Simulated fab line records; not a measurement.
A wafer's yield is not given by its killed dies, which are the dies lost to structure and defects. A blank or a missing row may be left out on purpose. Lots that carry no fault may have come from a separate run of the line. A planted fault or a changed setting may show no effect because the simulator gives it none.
Chamber matching / flow n5Finfet / N5_BEOL_M5_CURE_79 on uvCure-03: 3 sister chambers
The step cures SiCOH lowk, time 240 s. 3 wafers are shown with their chamber, then 8 later ones without.

== WAFERS WITH THEIR CHAMBER ==
wafer=L075.5 chamber=1 wafer_temp_C_max=388.1
wafer=L084.6 chamber=0 wafer_temp_C_max=387.3
wafer=L092.1 chamber=2 wafer_temp_C_max=385.8

== WAFERS WHOSE CHAMBER IS MISSING ==
wafer=L092.3 wafer_temp_C_max=386.3
wafer=L092.4 wafer_temp_C_max=386.8
wafer=L095.2 wafer_temp_C_max=387.6
wafer=L095.3 wafer_temp_C_max=388.2
wafer=L095.5 wafer_temp_C_max=388.0
wafer=L096.1 wafer_temp_C_max=388.9
wafer=L096.2 wafer_temp_C_max=388.6
wafer=L096.4 wafer_temp_C_max=389.3

== WHICH CHAMBER EACH WENT THROUGH ==
wafer=L092.3; from the rows above=can't be placed: 2 or 0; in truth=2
wafer=L092.4; from the rows above=can't be placed: 0 or 2 or 1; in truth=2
wafer=L095.2; from the rows above=can't be placed: 0 or 1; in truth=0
wafer=L095.3; from the rows above=can't be placed: 1 or 0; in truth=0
wafer=L095.5; from the rows above=can't be placed: 1 or 0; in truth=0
wafer=L096.1; from the rows above=can't be placed: 1 or 0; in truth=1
wafer=L096.2; from the rows above=can't be placed: 1 or 0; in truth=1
wafer=L096.4; from the rows above=can't be placed: 1 or 0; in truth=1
Placed correctly: 0 of 8. Cannot be placed on the basis of these rows: 8; the candidates contain the true chamber in 8. 0 placed wrongly.
How it was worked out, from the rows above alone: a wafer's distance from a chamber is the root of the sum, over the readings, of the square of ((its reading less the chamber's mean) divided by the reading's scatter). The wafer belongs to the nearest chamber; if the next one is less than 2 further off, it can't be placed. A chamber's mean is the mean of its shown wafers. The scatter: root of mean squared gap, hidden wafer to nearest shown wafer, with one shown wafer a chamber.
